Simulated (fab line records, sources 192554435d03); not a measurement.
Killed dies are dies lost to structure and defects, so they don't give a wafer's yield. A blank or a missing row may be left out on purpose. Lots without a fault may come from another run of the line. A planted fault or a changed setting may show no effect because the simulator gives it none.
A struck lot beside a sound one | flow n5_finfet | 14 steps out of a route of 1938
Sound: wafers L788.3, L788.4, L788.6. Struck: wafer L800.2. (L800.6 of the same lot was not struck and is left out.) The cause comes at the end.
At each step with rows: each side's tool, then ch and its chambers, then its first start. Under that, the readings that differ: sound wafers | struck wafers | difference of the means | sigmas: that difference in standard deviations of wafers without a fault.
alike: readings whose means differ by less than 2 such deviations, and words and numbers that are the same on both sides. not compared: withheld readings, readings that some wafer has no value for, bounds like >300 that may hide the same value, and numbers for which the record gives no deviation and whose values overlap.
The two part at a step that has a row with sigmas, a row that says differs or no value, or rows on one side only. Numbers that don't overlap but have no deviation are shown without sigmas and don't part them. A reading that every wafer of one side lacks parts them only if that side has two wafers or more.

N5_BEOL_M15_SPUTTER_45: material Cu, target thk 100 nm, time 16.67 s.
  sound on pvd_sputter-03, day 13 16:25; struck on pvd_sputter-01, day 17 02:14
  reading                | sound          | struck | difference | sigmas
  throttle_valve_pct (%) | 31.2 29.0 31.1 | 33.0   | +2.6       | +2
then, 1 step without rows for these wafers: N5_BEOL_M15_ECD_47 (material Cu, target thk 1860 nm).
N5_BEOL_M15_ANNEAL_48: time 90 s.
  sound on rtp_anneal-02 ch 0, day 13 17:20; struck on rtp_anneal-01 ch 0, day 17 02:39
  alike: wafer_temp_C_max
N5_BEOL_M15_CMP_49: polishes, stops on SiO2, t overpolish 4.9 s, target thk 850 nm.
  sound on cmp-01 ch 0,2,3, day 13 17:33; struck on cmp-04 ch 1, day 17 02:56
  reading              | sound             | struck | difference | sigmas
  overpolish_run_s (s) | 4.910 4.900 4.904 | 4.882  | -0.023     | -2
  alike: barrier_field_endpoint_s, motor_current_A
N5_BEOL_M15_THK_MEAS_50: measures by xrf.
  sound on film_metro-02, day 13 17:50; struck on film_metro-02, day 17 03:11
  alike: M15_THK
then, 1 step without rows for these wafers: N5_BEOL_M15_PRE_CLEAN_52 (time 15 s).
N5_BEOL_M15_DEP_53: deposits SiCN from 3MS/NH3, target thk 50 nm, time 17.8 s.
  sound on pecvd-04 ch 0,1,2, day 13 17:54; struck on pecvd-03 ch 2, day 17 03:16
  reading                         | sound          | struck | difference | sigmas
  showerhead_plenum_p_Torr (Torr) | 4.19 4.16 4.21 | 4.10   | -0.09      | -3
  alike: throttle_valve_pct
  not compared: since_wet_clean_h
N5_BEOL_M15_RS_MEAS_54: measures by four-point-probe.
  sound on film_metro-01, day 13 17:58; struck on film_metro-01, day 17 03:21
  alike: M15_RS
N5_BEOL_M15_INSPECT_55: inspects for defects (darkfield).
  sound on defect_inspect-01, day 13 18:00; struck on defect_inspect-02, day 17 03:23
  alike: raw_defect_count
N5_BEOL_M15_RC_MEAS_101:
  sound on prober-02 ch 0, day 13 18:20; struck on prober-01 ch 0, day 17 03:34
  reading           | sound             | struck | difference | sigmas
  SERP_M10 (ohm/um) | 3.20 3.24 3.06    | 2.94   | -0.23      | -3
  SERP_M12 (ohm/um) | 0.662 0.657 0.666 | 0.613  | -0.049     | -3
  SERP_M9 (ohm/um)  | 3.06 2.86 2.88    | 3.14   | +0.21      | +2
  alike: etest_temp_c, COMB_M10, COMB_M11, COMB_M12, COMB_M13, COMB_M14, COMB_M15, COMB_M5, COMB_M5_max_site, COMB_M6, COMB_M7, COMB_M7_max_site, COMB_M8, COMB_M9, SERP_M11, SERP_M13, SERP_M14, SERP_M5, SERP_M5_max_site, SERP_M6, SERP_M7, SERP_M8
then, 2 steps without rows for these wafers: N5_PASSIVATION_PECVD_00 (deposits SiO2 from SiH4/N2O, target thk 200 nm, time 11.2 s); N5_MIM_BOT_DEGAS_01 (time 60 s).
N5_MIM_BOT_SPUTTER_00: material TiN, target thk 35 nm, time 89.7 s.
  sound on pvd_sputter-02, day 13 19:52; struck on pvd_sputter-02, day 17 06:37
  reading                                     | sound        | struck | difference | sigmas
  model.TiN_of_MIM_BOT_SPUTTER_00.thk_nm (nm) | 34.6 35.2 35 | 60.2   | +25.3      |
  alike: throttle_valve_pct
N5_MIM_TOP_ALD_00: deposits Al2O3, purge time 3 s, co reactant pulse time 3 s.
  the record has rows for the sound wafers here (ald_hk-02 ch 0,1, day 13 19:58) and none for the struck ones

WHERE THEY PART
First at N5_BEOL_M15_SPUTTER_45; last, within this record, at N5_MIM_TOP_ALD_00.

WHY: what the simulator had put in
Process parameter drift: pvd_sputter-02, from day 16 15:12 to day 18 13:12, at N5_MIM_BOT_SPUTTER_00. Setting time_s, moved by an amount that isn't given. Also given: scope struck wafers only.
